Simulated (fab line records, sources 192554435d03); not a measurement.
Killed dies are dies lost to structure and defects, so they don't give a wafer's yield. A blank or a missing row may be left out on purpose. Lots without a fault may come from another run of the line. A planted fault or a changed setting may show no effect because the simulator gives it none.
A struck lot beside a sound one | flow n5_finfet | 21 steps out of a route of 1938
Sound: wafers L356.2, L356.4, L356.6. Struck: wafers L351.2, L351.3, L351.5. The cause comes at the end.
At each step with rows: each side's tool, then ch and its chambers, then its first start. Under that, the readings that differ: sound wafers | struck wafers | difference of the means | sigmas: that difference in standard deviations of wafers without a fault.
alike: readings whose means differ by less than 2 such deviations, and words and numbers that are the same on both sides. not compared: withheld readings, readings that some wafer has no value for, bounds like >300 that may hide the same value, and numbers for which the record gives no deviation and whose values overlap.
The two part at a step that has a row with sigmas, a row that says differs or no value, or rows on one side only. Numbers that don't overlap but have no deviation are shown without sigmas and don't part them. A reading that every wafer of one side lacks parts them only if that side has two wafers or more.

first, 6 steps without rows for these wafers: N5_BEOL_M1_COAT_05 (resist thk 30 nm); N5_BEOL_M1_EBR_07; N5_BEOL_M1_SOFTBAKE_06 (time 60 s); N5_BEOL_M1_EXPOSE_08 (exposes mask M1); N5_BEOL_M1_PEB_09 (peb time 60 s); N5_BEOL_M1_DEVELOP_10 (develop time 30 s).
N5_BEOL_M1_CD_MEAS_11: target cd 17.05 nm.
  sound on cd_sem-02 ch 0, day 10 10:11; struck on cd_sem-03 ch 0, day 9 09:58
  alike: cd_nm
N5_BEOL_M1_OVL_MEAS_12:
  sound on overlay-01 ch 0, day 10 10:13; struck on overlay-01 ch 0, day 9 10:01
  alike: M1_OVL
N5_BEOL_M1_INSPECT_13: inspects for defects (brightfield).
  sound on defect_inspect-01, day 10 10:16; struck on defect_inspect-01, day 9 10:04
  alike: raw_defect_count
N5_BEOL_M1_DESCUM_16: chemistry O2, time 7 s.
  sound on rie_diel-06 ch 0,1,2, day 10 10:19; struck on rie_diel-06 ch 0,3, day 9 10:18
  alike: drypump_motor_current_A, o2_flow_sccm, oes_product_au, rf_vpp_V, showerhead_plenum_p_Torr, throttle_valve_pct
  not compared: rf_hours_counter_h
N5_BEOL_M1_ETCH_74: etches underlayer in N2/H2, target depth 6.5 nm, time 5.2 s.
  sound on rie_diel-06 ch 0,1,2, day 10 10:20; struck on rie_diel-06 ch 0,3, day 9 10:20
  alike: bias_w, chamber_pressure_mTorr, drypump_motor_current_A, etch_rf_on_time_s, oes_product_au, rf_vpp_V, showerhead_plenum_p_Torr, throttle_valve_pct
  not compared: rf_hours_counter_h
N5_BEOL_M1_ETCH_63: etches SiARC in CF4, target depth 15.6 nm, time 26 s.
  sound on rie_diel-06 ch 0,1,2, day 10 10:22; struck on rie_diel-06 ch 0,3, day 9 10:21
  alike: bias_w, cf4_flow_sccm, drypump_motor_current_A, etch_rf_on_time_s, oes_product_au, rf_vpp_V, showerhead_plenum_p_Torr, throttle_valve_pct
  not compared: rf_hours_counter_h
N5_BEOL_M1_ETCH_64: etches SOC in N2/H2, target depth 75 nm, overetch 15 nm, time 112.5 s.
  sound on rie_diel-06 ch 0,1,2, day 10 10:23; struck on rie_diel-06 ch 0,3, day 9 10:23
  no value came back on the struck wafers for any of 7 readings (bias_w (W), chamber_pressure_mTorr (mTorr) and others); on the sound wafers bias_w (W) reads 150.6 150.2 150.6
  reading                                         | sound     | struck   | difference | sigmas
  model.CAR-EUV_of_BEOL_M1_COAT_05.thk_nm (nm)    | 0 0 0     | 11 11 11 | +11        |
  model.SiARC_of_BEOL_M1_COAT_62.thk_nm (nm)      | 6.8 7 6.6 | 12 12 12 | +5         |
  model.underlayer_of_BEOL_M1_COAT_73.thk_nm (nm) | 0 0 0     | 5 5 5    | +5         |
  not compared: rf_hours_counter_h
then, 2 steps without rows for these wafers: N5_BEOL_M1_STRIP_65 (strips in N2/H2); N5_BEOL_M1_STRIP_75 (strips in N2/H2).
N5_BEOL_M1_STRIP_66: strips in CF4.
  sound on rie_diel-06 ch 0,1,2, day 10 10:31; struck on rie_diel-06 ch 0,3, day 9 10:31
  alike: drypump_motor_current_A, oes_product_au, rf_vpp_V, showerhead_plenum_p_Torr, throttle_valve_pct
  not compared: rf_hours_counter_h
N5_BEOL_M1_HM_OPEN_17: chemistry Cl2/BCl3, target TiN, target depth 20 nm, overetch 6 nm.
  sound on rie_metal-03 ch 0,1, day 10 10:34; struck on rie_metal-02 ch 0,1, day 9 10:33
  reading                     | sound             | struck            | difference | sigmas
  drypump_motor_current_A (A) | 6.4 5.8 6.4       | 5.7 5.1 5.1       | -0.9       | -2
  oes_product_au (a.u.)       | 0.59 0.69 0.59    | 0.23 0.27 0.27    | -0.37      | -6
  throttle_valve_pct (%)      | 22.34 22.37 22.32 | 22.94 23.17 23.18 | +0.75      | +4
  alike: bias_w
  not compared: rf_hours_counter_h
N5_BEOL_M1_STRIP_19: strips in O2.
  sound on rie_diel-06 ch 1,3, day 10 10:51; struck on rie_diel-06 ch 0,1, day 9 10:40
  alike: drypump_motor_current_A, o2_flow_sccm, oes_product_au, rf_vpp_V, showerhead_plenum_p_Torr, throttle_valve_pct
  not compared: rf_hours_counter_h
N5_BEOL_M1_CD_MEAS_18: pitch 36 nm, target cd 18 nm.
  sound on cd_sem-03, day 10 10:55; struck on cd_sem-02, day 9 10:44
  reading    | sound          | struck | difference                    | sigmas
  cd_nm (nm) | 18.2 18.4 18.4 | - - -  | no value on the struck wafers |
then, 1 step without rows for these wafers: N5_BEOL_M1_COAT_67 (time 60 s, resist thk 60 nm).
N5_BEOL_M4_RC_MEAS_101:
  the record has rows for the sound wafers here (prober-01 ch 0, day 12 06:01) and none for the struck ones

WHERE THEY PART
First at N5_BEOL_M1_ETCH_64; last, within this record, at N5_BEOL_M4_RC_MEAS_101.

WHY: what the simulator had put in
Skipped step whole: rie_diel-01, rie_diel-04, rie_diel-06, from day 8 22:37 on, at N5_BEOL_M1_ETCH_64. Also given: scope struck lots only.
